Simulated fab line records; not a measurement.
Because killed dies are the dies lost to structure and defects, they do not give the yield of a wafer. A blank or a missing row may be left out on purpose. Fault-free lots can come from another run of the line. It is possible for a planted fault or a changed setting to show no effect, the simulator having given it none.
Chamber matching | flow nand-harc | cmp-01 running NHARC_P_STI_CMP_21: 4 sister chambers
The step polishes, t overpolish 20 s, target thk 380.67 nm. 4 wafers are shown with their chamber, then 10 later ones without.

WAFERS PAIRED WITH THEIR CHAMBERS
wafer  | chamber | motor-current-A (A)
L082.1 | 2       | 11.3
L087.3 | 1       | 9.8
L090.2 | 0       | 11.3
L090.5 | 3       | 13.9

WAFERS WITH NO CHAMBER GIVEN
wafer  | motor-current-A (A)
L090.6 | 10.4
L092.1 | 10.1
L092.3 | 11.2
L092.4 | 13.9
L093.1 | 11.0
L093.5 | 13.6
L093.6 | 10.4
L096.2 | 10.7
L096.5 | 9.5
L096.6 | 10.5

CHAMBER TAKEN BY EACH
wafer  | from the rows above          | in truth
L090.6 | can't be placed: 1 or 0 or 2 | 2
L092.1 | 1                            | 1
L092.3 | can't be placed: 0 or 2      | 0
L092.4 | 3                            | 3
L093.1 | can't be placed: 0 or 2      | 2
L093.5 | 3                            | 3
L093.6 | can't be placed: 1 or 0 or 2 | 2
L096.2 | can't be placed: 0 or 2 or 1 | 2
L096.5 | 1                            | 1
L096.6 | can't be placed: 1 or 0 or 2 | 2
Correctly placed: 4 of 10. From these rows, 6 cannot be placed; in 6 the true chamber is one of the candidates. Wrongly placed: 0.
How it was worked out, from the rows above alone: a wafer's distance from a chamber is the root of the sum, over the readings, of the square of ((its reading less the chamber's mean) divided by the reading's scatter). The wafer belongs to the nearest chamber; if the next one is less than 2 further off, it can't be placed. A chamber's mean is the mean of its shown wafers. The scatter: root of mean squared gap, hidden wafer to nearest shown wafer, with one shown wafer a chamber.
